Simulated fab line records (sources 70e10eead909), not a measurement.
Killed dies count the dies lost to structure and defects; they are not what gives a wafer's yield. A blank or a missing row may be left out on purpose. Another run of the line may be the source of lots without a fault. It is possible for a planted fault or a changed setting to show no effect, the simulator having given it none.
fab line records	flow nand_harc
record: lots: 12	wafers: 36	last_day: 25
route steps=1159 shown P_M0@268 P_M1@292
lots untouched by any fault: they come from a run of this same line in which no faults occurred
start_h: start of the lot's first displayed wafer, in hours after the record's first day	wait_h: how many hours have passed since the lot's step before this one	" identical to the entry in the row above	L1.1+2: a single row standing in for several wafers	- value missing, or start not given	* or withheld: withheld	< > ~ a bound
route shown NAME@n: a module of which the file shows steps, and the number in the route of the first	usual: mean and standard deviation over wafers with no fault	same: alike in all rows	chamber/n: place in a boat	sites: per-site readings	_std_site: standard deviation across them	_edge_site: the outer-site mean with the inner-site mean subtracted	radius_mm: how far each site lies from the wafer's centre	mask NAME#n: copy n	behind: the last tool/chamber to shape the wafer	hold: what put the lot on hold/how long, in hours/how the hold closed	device: the transistor (n, p or np) that didn't switch	end of line: tests run on the same wafers once the route is complete	step lacking rows: just its recipe	killed: at the first sort, the dies lost to defects and structure; wafer yield is something else	map: the dies of a wafer, with x for killed, . for not killed, _ for no die there
set.NAME: the setting as run; set.NAME@STEP: as run at that earlier step	model.NAME: the simulator's own value behind a step, which no gauge read
one table for each step of the route and one row for each wafer, over a sample of lots
services: the hour from which a tool's chamber was out of use, counted from the record's first day as start_h (under 0 if before that day), plus the number of hours and why
== steps ==
step: NHARC_P_M0_ETCH_15
recipe: target_depth_a: 1500	overetch_a: 150	time_s: 82.5	c4f8_flow_sccm: withheld	ar_flow_sccm: 400	rf_w: 600	bias_w: 300	chemistry: C4F8/Ar
usual: oes_product_au: 0.952/0.024	rf_vpp_V: 441/3
lot.wafer	tool	chamber	start_h	wait_h	oes_product_au	rf_hours_counter_h	rf_vpp_V
L288.2	rie_diel-02	2	-	-	0.915	8	445
L288.3	"	3	"	"	0.933	10	441
L288.6	"	0	"	"	0.917	-	443
L287.1	rie_diel-02	3	-	-	0.927	10	440
L287.3	"	0	"	"	0.972	9	443
L287.6	"	1	"	"	0.924	-	437
L289.1	rie_diel-10	0	-	-	0.977	6	446
L289.4	"	1	"	"	0.949	6	438
L289.5	"	3	"	"	0.959	-	438
L290.1	rie_diel-02	3	-	-	0.924	11	440
L290.6	"	2	"	"	0.921	-	444
L290.5	"	0	"	"	0.923	-	443
L292.4	rie_diel-02	2	-	-	0.916	9	445
L292.1	"	3	"	"	0.929	12	442
L292.6	"	0	"	"	0.922	-	443
L295.2	rie_diel-02	0	-	-	0.984	1	445
L295.1	"	2	"	"	0.968	1	444
L295.4	"	3	"	"	0.951	1	439
L297.3	rie_diel-09	3	-	-	0.951	6	442
L297.6	"	3	"	"	0.943	-	441
L297.5	"	0	"	"	0.950	-	443
L298.4	rie_diel-09	1	-	-	0.982	8	443
L298.3	"	2	"	"	0.947	7	438
L298.5	"	0	"	"	0.990	-	445
L301.1	rie_diel-02	3	-	-	0.934	2	438
L301.3	"	1	"	"	0.981	2	437
L301.5	"	3	"	"	0.952	-	439
L304.4	rie_diel-02	0	-	-	0.984	3	443
L304.3	"	1	"	"	0.979	3	436
L304.1	"	3	"	"	0.944	3	439
L306.3	rie_diel-02	2	-	-	0.979	4	444
L306.2	"	3	"	"	0.966	3	441
L306.1	"	0	"	"	0.975	4	443
L308.1	rie_diel-10	3	-	-	0.951	3	439
L308.2	"	0	"	"	0.961	3	445
L308.6	"	2	"	"	0.952	-	444
step: NHARC_P_M0_THK_MEAS_24
recipe: thk_meas_gauge: xrf
usual: thk_nm: 117.2/1.5
lot.wafer	tool	chamber	start_h	wait_h	thk_nm
L288.2	film_metro-01	-	121.20	-	121.4
L288.3	"	-	"	"	119.5
L288.6	"	-	"	"	118.0
L287.1	film_metro-02	-	121.77	-	115.7
L287.3	"	-	"	"	115.2
L287.6	"	-	"	"	115.5
L289.1	film_metro-01	-	132.20	-	118.8
L289.4	"	-	"	"	117.1
L289.5	"	-	"	"	116.6
L290.1	film_metro-01	-	133.22	-	119.0
L290.5	"	-	"	"	116.4
L290.6	"	-	"	"	119.9
L292.1	film_metro-01	-	149.05	-	119.2
L292.4	"	-	"	"	116.9
L292.6	"	-	"	"	115.1
L295.1	film_metro-02	-	166.81	-	118.6
L295.2	"	-	"	"	117.5
L295.4	"	-	"	"	118.0
L297.3	film_metro-01	-	188.54	-	116.1
L297.5	"	-	"	"	118.2
L297.6	"	-	"	"	117.7
L298.3	film_metro-02	-	193.04	-	117.5
L298.4	"	-	"	"	117.1
L298.5	"	-	"	"	118.7
L301.1	film_metro-01	-	200.81	-	116.1
L301.3	"	-	"	"	117.8
L301.5	"	-	"	"	118.2
L304.1	film_metro-02	-	223.27	-	118.6
L304.3	"	-	"	"	117.4
L304.4	"	-	"	"	116.3
L306.1	film_metro-02	-	229.31	-	115.4
L306.2	"	-	"	"	117.1
L306.3	"	-	"	"	115.7
L308.1	film_metro-01	-	238.30	-	114.9
L308.2	"	-	"	"	115.5
L308.6	"	-	"	"	117.9
step: NHARC_P_M1_EXPOSE_06
recipe: na: 1.35	target_cd_nm: 130	dose_mj: 81.88	mask_id: P_M1
usual: exposure_dose_mJ_cm2: 81.87/0.07
same: na: 1.35
lot.wafer	tool	chamber	start_h	wait_h	mask	exposure_dose_mJ_cm2
L288.2	arfi_scanner-02	0	123.40	-	P_M1#0	81.93
L288.3	"	0	"	"	P_M1#0	81.75
L288.6	"	0	"	"	P_M1#0	81.87
L287.1	arfi_scanner-03	0	123.73	-	P_M1#0	81.83
L287.3	"	0	"	"	P_M1#0	81.97
L287.6	"	0	"	"	P_M1#0	81.82
L289.1	arfi_scanner-01	0	133.61	-	P_M1#0	81.94
L289.4	"	0	"	"	P_M1#0	81.97
L289.5	"	0	"	"	P_M1#0	82.02
L290.1	arfi_scanner-02	0	134.60	-	P_M1#0	81.79
L290.5	"	0	"	"	P_M1#0	81.86
L290.6	"	0	"	"	P_M1#0	81.79
L292.1	arfi_scanner-02	0	150.47	-	P_M1#0	81.90
L292.4	"	0	"	"	P_M1#0	81.88
L292.6	"	0	"	"	P_M1#0	81.80
L295.1	arfi_scanner-01	0	168.50	-	P_M1#0	81.90
L295.2	"	0	"	"	P_M1#0	81.83
L295.4	"	0	"	"	P_M1#0	81.88
L297.3	arfi_scanner-02	0	189.96	-	P_M1#0	43.17
L297.5	"	0	"	"	P_M1#0	43.07
L297.6	"	0	"	"	P_M1#0	43.14
L298.3	arfi_scanner-02	0	194.46	-	P_M1#0	50.72
L298.4	"	0	"	"	P_M1#0	50.83
L298.5	"	0	"	"	P_M1#0	50.79
L301.1	arfi_scanner-01	0	202.13	-	P_M1#0	81.80
L301.3	"	0	"	"	P_M1#0	81.82
L301.5	"	0	"	"	P_M1#0	81.80
L304.1	arfi_scanner-03	0	224.87	-	P_M1#0	81.99
L304.3	"	0	"	"	P_M1#0	81.96
L304.4	"	0	"	"	P_M1#0	81.89
L306.1	arfi_scanner-01	0	230.86	-	P_M1#0	81.94
L306.2	"	0	"	"	P_M1#0	81.90
L306.3	"	0	"	"	P_M1#0	81.90
L308.1	arfi_scanner-03	0	239.68	-	P_M1#0	81.87
L308.2	"	0	"	"	P_M1#0	81.83
L308.6	"	0	"	"	P_M1#0	81.76
step: NHARC_P_M1_CD_MEAS_09
recipe: target_cd_nm: 130	landing_energy_ev: 500
usual: cd_nm: 130.3/0.82
lot.wafer	tool	chamber	start_h	wait_h	cd_nm
L288.2	cd_sem-03	0	123.54	-	130.7
L288.3	"	0	"	"	130.3
L288.6	"	0	"	"	131.0
L287.1	cd_sem-03	0	123.87	-	131.6
L287.3	"	0	"	"	131.3
L287.6	"	0	"	"	129.9
L289.1	cd_sem-03	0	133.75	-	129.5
L289.4	"	0	"	"	128.4
L289.5	"	0	"	"	129.0
L290.1	cd_sem-01	0	134.74	-	129.8
L290.5	"	0	"	"	130.7
L290.6	"	0	"	"	130.5
L292.1	cd_sem-03	0	150.62	-	130.7
L292.4	"	0	"	"	130.2
L292.6	"	0	"	"	131.0
L295.1	cd_sem-03	0	168.64	-	130.2
L295.2	"	0	"	"	129.7
L295.4	"	0	"	"	129.8
L297.3	cd_sem-01	0	190.09	-	91.9
L297.5	"	0	"	"	91.1
L297.6	"	0	"	"	91.1
L298.3	cd_sem-01	0	194.59	-	102.3
L298.4	"	0	"	"	101.1
L298.5	"	0	"	"	102.3
L301.1	cd_sem-03	0	202.27	-	130.9
L301.3	"	0	"	"	130.7
L301.5	"	0	"	"	131.1
L304.1	cd_sem-03	0	225.01	-	129.6
L304.3	"	0	"	"	129.1
L304.4	"	0	"	"	129.4
L306.1	cd_sem-03	0	231.01	-	131.1
L306.2	"	0	"	"	130.7
L306.3	"	0	"	"	131.2
L308.1	cd_sem-03	0	239.82	-	129.7
L308.2	"	0	"	"	130.4
L308.6	"	0	"	"	130.1
step: NHARC_P_M1_CD_MEAS_16
usual: cd_nm: 130.0/1
lot.wafer	tool	chamber	start_h	wait_h	cd_nm
L288.2	cd_sem-01	-	124.05	-	130.8
L288.3	"	-	"	"	130.9
L288.6	"	-	"	"	131.3
L287.1	cd_sem-01	-	124.54	-	131.5
L287.3	"	-	"	"	130.5
L287.6	"	-	"	"	130.0
L289.1	cd_sem-02	-	134.24	-	129.3
L289.4	"	-	"	"	127.3
L289.5	"	-	"	"	128.3
L290.1	cd_sem-02	-	135.23	-	129.8
L290.5	"	-	"	"	130.2
L290.6	"	-	"	"	129.7
L292.1	cd_sem-02	-	151.14	-	130.1
L292.4	"	-	"	"	131.1
L292.6	"	-	"	"	131.8
L295.1	cd_sem-01	-	169.13	-	129.4
L295.2	"	-	"	"	129.4
L295.4	"	-	"	"	129.7
L297.3	cd_sem-02	-	190.58	-	91.6
L297.5	"	-	"	"	90.0
L297.6	"	-	"	"	90.8
L298.3	cd_sem-01	-	195.09	-	102.7
L298.4	"	-	"	"	100.3
L298.5	"	-	"	"	102.5
L301.1	cd_sem-01	-	202.76	-	130.4
L301.3	"	-	"	"	130.9
L301.5	"	-	"	"	131.2
L304.1	cd_sem-01	-	225.55	-	129.9
L304.3	"	-	"	"	129.3
L304.4	"	-	"	"	129.2
L306.1	cd_sem-02	-	231.50	-	130.6
L306.2	"	-	"	"	131.8
L306.3	"	-	"	"	130.4
L308.1	cd_sem-03	-	240.32	-	129.4
L308.2	"	-	"	"	129.6
L308.6	"	-	"	"	128.6
step: NHARC_P_M1_STRIP_18
recipe: power_w: 1000	n2_flow_sccm: 150	h2_flow_sccm: 150	ar_flow_sccm: 0	bias_w: 0	chemistry: N2/H2
usual: drypump_motor_current_A: 5.7/0.58	oes_product_au: 0.999/0.011	rf_vpp_V: 91.0/0.94	showerhead_plenum_p_Torr: 2.09/0.097	throttle_valve_pct: 14.170/0.0091
lot.wafer	tool	chamber	start_h	wait_h	drypump_motor_current_A	oes_product_au	rf_hours_counter_h	rf_vpp_V	showerhead_plenum_p_Torr	throttle_valve_pct
L288.3	rie_diel-05	2	124.12	0.1	6.3	0.997	4	92.6	2.21	14.167
L288.2	"	1	"	"	4.8	1.004	3	91.5	2.20	14.181
L288.6	"	2	"	"	6.3	0.997	-	90.7	2.21	14.182
L287.3	rie_diel-07	2	124.65	0.1	6.4	0.980	4	91.4	2.10	14.155
L287.1	"	0	"	"	5.2	1.001	5	89.7	2.04	14.167
L287.6	"	2	"	"	6.4	0.984	-	91.4	2.10	14.170
L289.1	rie_diel-05	1	134.33	0.1	4.8	0.997	3	91.5	2.20	14.182
L289.4	"	2	"	"	6.3	0.989	4	92.3	2.21	14.169
L289.5	"	1	"	"	4.8	1.001	-	90.1	2.20	14.184
L290.1	rie_diel-07	3	135.36	0.1	6.1	1.003	5	90.4	1.95	14.167
L290.6	"	1	"	"	5.5	0.981	-	92.5	2.03	14.165
L290.5	"	2	"	"	6.4	0.995	-	90.9	2.10	14.152
L292.4	rie_diel-05	3	151.22	0.1	5.2	0.972	4	92.2	2.19	14.171
L292.1	"	0	"	"	6.5	1.006	4	90.7	2.14	14.179
L292.6	"	0	"	"	6.6	0.999	-	90.2	2.14	14.164
L295.2	rie_diel-11	3	169.21	0.1	5.3	1.000	10	88.7	1.92	14.149
L295.1	"	1	"	"	5.6	1.012	9	90.5	1.90	14.172
L295.4	"	2	"	"	6.1	1.012	10	90.4	2.15	14.171
L297.3	rie_diel-07	0	190.68	0.1	5.2	1.002	10	90.6	2.04	14.159
L297.5	"	3	"	"	6.1	1.007	-	90.6	1.95	14.185
L297.6	"	0	"	"	5.2	1.004	-	91.7	2.04	14.174
L298.3	rie_diel-05	0	195.15	0.1	6.5	1.008	1	91.2	2.14	14.180
L298.4	"	2	"	"	6.3	1.012	1	91.8	2.21	14.176
L298.5	"	0	"	"	6.5	1.014	-	90.5	2.14	14.172
L301.1	rie_diel-07	1	202.86	0.1	5.5	0.979	11	90.4	2.02	14.167
L301.3	"	2	"	"	6.3	0.987	11	91.0	2.10	14.167
L301.5	"	0	"	"	5.2	1.008	-	91.5	2.04	14.175
L304.3	rie_diel-07	1	225.62	0.1	5.5	0.990	13	91.7	2.02	14.159
L304.1	"	3	"	"	6.1	1.001	13	89.9	1.95	14.174
L304.4	"	0	"	"	5.1	1.002	12	92.2	2.04	14.174
L306.2	rie_diel-05	0	231.58	0.1	6.5	1.016	2	90.9	2.14	14.164
L306.3	"	1	"	"	4.8	0.999	2	91.4	2.20	14.167
L306.1	"	3	"	"	5.3	0.990	2	91.1	2.19	14.164
L308.2	rie_diel-11	3	240.45	0.1	5.3	0.997	3	89.3	1.92	14.165
L308.1	"	0	"	"	5.3	1.007	3	92.2	2.16	14.171
L308.6	"	2	"	"	6.1	0.999	-	91.8	2.15	14.166
== services ==
tool	chamber	start_h	hours	kind
rie_diel-02	3	100.88	1.5	repair
rie_diel-02	0	105.78	-	clean
rie_diel-02	1	105.78	-	clean
rie_diel-02	2	105.78	-	clean
rie_diel-02	3	105.78	-	clean
rie_diel-02	-	109.02	3.3	repair
rie_diel-07	3	127.61	2.2	repair
rie_diel-02	1	129.41	9.7	repair
rie_diel-09	2	134.99	1.8	repair
rie_diel-05	0	135.60	6.1	repair
rie_diel-02	2	136.05	7.4	repair
arfi_scanner-03	-	140.00	4.0	pm
rie_diel-09	2	141.75	3.5	repair
rie_diel-02	-	150.70	9.0	pm
rie_diel-05	-	163.60	9.0	pm
rie_diel-11	3	173.10	4.8	repair
rie_diel-10	-	176.79	9.0	pm
rie_diel-05	-	184.13	0.2	repair
rie_diel-11	-	189.51	9.0	pm
arfi_scanner-01	-	196.00	4.0	pm
rie_diel-09	0	223.21	18.5	repair
rie_diel-11	2	223.60	8.0	repair
rie_diel-07	-	228.20	9.0	pm
rie_diel-09	3	235.93	7.3	repair
== key ==
first_sign: step: NHARC_P_M1_EXPOSE_06	reading: exposure_dose_mJ_cm2	direction: down	sigmas: 99+	usual: 81.87	struck: 46.95
effect: step: NHARC_P_M1_CD_MEAS_09	reading: cd_nm	direction: down	sigmas: 41	usual: 130.3	struck: 96.6	through: control_loop
effect: step: NHARC_P_M1_CD_MEAS_16	reading: cd_nm	direction: down	sigmas: 33	usual: 130.0	struck: 96.3	through: control_loop
met_at NHARC_P_M1_EXPOSE_06
struck_lots L297,L298
later_rows_left_out L297.3,L297.5,L297.6,L298.3,L298.4,L298.5
sort_left_out L297.3,L297.5,L297.6,L298.3,L298.4,L298.5
loop_trim: step: NHARC_P_M1_EXPOSE_06	setting: dose	lots: L298
not_acting_at NHARC_P_M0_ETCH_15,NHARC_P_M0_THK_MEAS_24,NHARC_P_M1_STRIP_18
onset_between 150.47 189.96
fault: kind: process_parameter_drift	tool: arfi_scanner-02	chamber: -	onset_h: 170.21	steps: NHARC_P_M1_EXPOSE_06	channel: dose_mj	offset: -38.744	shape: step	acts_in: these_recipes_only	stated: 81.88
sort_left_out: the simulated sort isn't trusted on such a fault, so these wafers' sort isn't shown, and their yield isn't known
later_rows_left_out: the simulator's readings of these wafers behind a module that went badly wrong aren't trusted and aren't shown, but for the sort
loop_trim: a control loop set the setting to another value than it would have without faults
